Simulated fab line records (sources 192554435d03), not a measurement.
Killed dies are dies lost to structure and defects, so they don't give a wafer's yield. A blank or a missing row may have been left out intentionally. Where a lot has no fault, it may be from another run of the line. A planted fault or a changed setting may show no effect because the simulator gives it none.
Lot-split experiment | flow n5-finfet | route with 1938 steps; 7 lots, 39 wafers read

## THE SPLIT
At N5_BEOL_M6_ETCH_62 (etches SOC in N2/H2, target depth 110 nm, overetch 22 nm, time 165 s), the setting time-s was moved away from the recipe's 165 s on 15 of the 39 wafers read, by -53.9% to +34.2%. This setting was run at the recipe's value on the other wafers.

The reading comes from the split's own step.

## THE READING
SiARC_of_BEOL_M6_COAT_60.thk-nm (the simulator's own value, which no gauge read), in nm, at N5_BEOL_M6_ETCH_62 (etches SOC in N2/H2, target depth 110 nm, overetch 22 nm, time 165 s). The file does not state a usual value for it. Across the 24 wafers here that went through the recipe, the average is 28.3 nm and the standard deviation 0.18 nm.

wafer  | tool, chamber at the split | time-s as run, s | against the recipe | SiARC_of_BEOL_M6_COAT_60.thk-nm, nm | against lot-mates on the recipe
L074.3 | rie-diel-01, 1             | 165              | recipe             | 28.4                                | -
L074.5 | rie-diel-01, 0,1           | 165              | recipe             | 28.2                                | -
L074.6 | rie-diel-01, 0,1           | 165              | recipe             | 28.2                                | -
L075.1 | rie-diel-01, 3,2           | 165              | recipe             | 28.4                                | -
L075.2 | rie-diel-01, 3,2           | 165              | recipe             | 28.4                                | -
L075.3 | rie-diel-01, 0,1,1         | 76.08            | -53.9%             | 32                                  | +3.7
L075.4 | rie-diel-01, 0,1,1         | 76.08            | -53.9%             | 32                                  | +3.7
L075.5 | rie-diel-01, 0,1,1         | 76.08            | -53.9%             | 32                                  | +3.7
L075.6 | rie-diel-01, 2             | 165              | recipe             | 28.2                                | -
L081.1 | rie-diel-06, 3             | 221.4            | +34.2%             | 26                                  | -2.6
L081.5 | rie-diel-06, 3             | 221.4            | +34.2%             | 26                                  | -2.6
L081.2 | rie-diel-06, 2             | 165              | recipe             | 28.8                                | -
L081.3 | rie-diel-06, 1             | 165              | recipe             | 28.4                                | -
L081.4 | rie-diel-06, 0             | 165              | recipe             | 28.6                                | -
L081.6 | rie-diel-06, 0             | 221.4            | +34.2%             | 26.4                                | -2.2
L080.1 | rie-diel-06, 2,1,0         | 139.4            | -15.5%             | 29.4                                | +1.1
L080.2 | rie-diel-06, 2,1,0         | 139.4            | -15.5%             | 29.4                                | +1.1
L080.4 | rie-diel-06, 2,1,0         | 139.4            | -15.5%             | 29.4                                | +1.1
L080.3 | rie-diel-06, 3             | 165              | recipe             | 28.2                                | -
L080.6 | rie-diel-06, 3             | 165              | recipe             | 28.2                                | -
L080.5 | rie-diel-06, 0             | 165              | recipe             | 28.6                                | -
L088.1 | rie-diel-06, 1             | 165              | recipe             | 28.2                                | -
L088.2 | rie-diel-06, 0,2           | 218.2            | +32.2%             | 26.2                                | -2.0
L088.4 | rie-diel-06, 0,2           | 218.2            | +32.2%             | 26.2                                | -2.0
L088.3 | rie-diel-06, 3             | 218.2            | +32.2%             | 26                                  | -2.2
L088.5 | rie-diel-06, 3             | 165              | recipe             | 28                                  | -
L088.6 | rie-diel-06, 2             | 165              | recipe             | 28.4                                | -
L093.1 | rie-diel-01, 0             | 165              | recipe             | 28.2                                | -
L093.2 | rie-diel-01, 1,3           | 165              | recipe             | 28.4                                | -
L093.5 | rie-diel-01, 1,3           | 165              | recipe             | 28.4                                | -
L093.3 | rie-diel-01, 2,0           | 196.8            | +19.3%             | 27                                  | -1.3
L093.6 | rie-diel-01, 2,0           | 196.8            | +19.3%             | 27                                  | -1.3
L093.4 | rie-diel-01, 3             | 196.8            | +19.3%             | 27.2                                | -1.1
L094.1 | rie-diel-06, 0,3,0         | 165              | recipe             | 28.4                                | -
L094.3 | rie-diel-06, 0,3,0         | 165              | recipe             | 28.4                                | -
L094.5 | rie-diel-06, 0,3,0         | 165              | recipe             | 28.4                                | -
L094.2 | rie-diel-06, 2             | 165              | recipe             | 28.6                                | -
L094.4 | rie-diel-06, 1,3           | 165              | recipe             | 28.2                                | -
L094.6 | rie-diel-06, 1,3           | 165              | recipe             | 28.2                                | -
The file does not say which wafer passed through which chamber wherever a row lists several chambers: such a row stands for several wafers.

FIT RESULTS
A straight line over all 39 wafers: SiARC_of_BEOL_M6_COAT_60.thk-nm changes by -0.0673 nm for each +1% of time-s; r = -0.99; the points scatter about the line by 0.16 nm.
The same after taking each lot's own level away (the mean of its wafers on the recipe; 39 wafers): -0.0681 nm for each +1%; r = -1.00; scatter 0.14 nm.
On that fit, the largest move of time-s shifts the reading by 3.7 nm.
The span of the lots' own levels, 28.20 to 28.60 nm, comes to 2.3 times the standard deviation stated above.
So the lot-to-lot level changes the slope little: the two slopes agree.
Check: +3.67 nm against its lot-mates is what the line predicts for one of the wafers moved furthest among these (-53.9%) when that wafer is left out of the fit. Against them it came out at +3.67 nm.

## THE WHOLE CHAIN: every reading that the file lists as answering this split, in the file's order
step                  | what it does                                                         | reading                                                                          | change (the file's fit)                                                              | r (the file's)
N5_BEOL_M6_ETCH_62    | etches SOC in N2/H2, target depth 110 nm, overetch 22 nm, time 165 s | SiARC_of_BEOL_M6_COAT_60.thk-nm (the simulator's own value, which no gauge read) | -0.068 nm for each +1% of the setting                                                | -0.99
N5_BEOL_M6_HM_OPEN_17 | chemistry Cl2/BCl3, target TiN, target depth 20 nm, overetch 6 nm    | etch.depth-nm (the simulator's own value, which no gauge read)                   | not straight: 19.85 at the lowest setting, 20.06 at the recipe, 14.43 at the highest | not given

## THE FILE'S OWN FIT
SiARC_of_BEOL_M6_COAT_60.thk-nm changes by -0.068 nm for each +1% of time-s, r = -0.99.
